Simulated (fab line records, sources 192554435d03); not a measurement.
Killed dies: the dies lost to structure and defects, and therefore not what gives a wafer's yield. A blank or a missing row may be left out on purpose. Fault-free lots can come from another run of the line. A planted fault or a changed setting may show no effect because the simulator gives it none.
Which of the tools did it?    flow n5Finfet    12 lots with 36 wafers sampled at 2 steps, on a route of 1938 steps

WHAT THE GAUGES SHOWED, per wafer
N5_FIN_SAQP_THK_MEAS_05.
lot   measured     on            thkNm (nm)
L075  day 2 03:14  filmMetro-01  37.5 37.4 37.6
L077  day 2 16:07  filmMetro-01  37.9 38.0 38.0
L079  day 3 02:57  filmMetro-01  37.8 38.3 38.2
L081  day 3 15:00  filmMetro-01  37.5 37.7 38.1
L083  day 4 03:21  filmMetro-01  37.9 38.6 38.5
L085  day 4 17:37  filmMetro-02  37.2 37.9 38.0
L087  day 5 03:00  filmMetro-01  38.3 38.5 38.3
L089  day 5 16:02  filmMetro-02  37.8 38.8 39.4
L091  day 6 04:21  filmMetro-01  37.7 38.7 38.3
L093  day 6 14:49  filmMetro-02  38.2 37.8 38.8
L095  day 7 04:00  filmMetro-02  38.1 37.9 38.6
L097  day 7 14:52  filmMetro-02  37.9 37.9 38.4

WHAT TOOL EACH LOT RAN ON (gives the tool, then ch and the chambers of the sampled wafers, and finally the start)
lot   N5_PMOS_HMC_CHANNEL_EPI_ETCH_38
L075  rieSi-02 ch 0,1,2, day 1 23:54
L077  rieSi-02 ch 0,2,3, day 2 12:42
L079  rieSi-01 ch 0,1, day 2 23:54
L081  rieSi-02 ch 2,3, day 3 12:04
L083  rieSi-02 ch 0,1,2, day 4 00:04
L085  rieSi-02 ch 0,3, day 4 12:42
L087  rieSi-04 ch 2,3, day 4 23:48
L089  rieSi-02 ch 1,2,3, day 5 12:01
L091  rieSi-01 ch 1,3, day 6 00:44
L093  rieSi-02 ch 0,2,3, day 6 11:53
L095  rieSi-01 ch 1,3, day 7 01:04
L097  rieSi-04 ch 1,2,3, day 7 11:44
- N5_PMOS_HMC_CHANNEL_EPI_ETCH_38: etches SiO2 in CF4, target depth 1.5 nm.

THE ANSWER, worked out from the rows above alone
Rule: usual is defined by the lots themselves. The widest of any qualifying gaps counts: lots, ordered by their means at a reading, are off when they make up no more than a third of the lots, leave a main group of 4 or more, and stand apart from it by 3 or more times the standard deviation of that group's means. A main group whose means are all the same, to the digits that the tables above print for the reading, isn't used. A lot without any number at a reading at which 4 lots or more have one is off too. The other lots that the step has rows for count as sound.
None of the lots is off at any reading shown; this tells nothing.

WHAT THE SIMULATOR PUT IN
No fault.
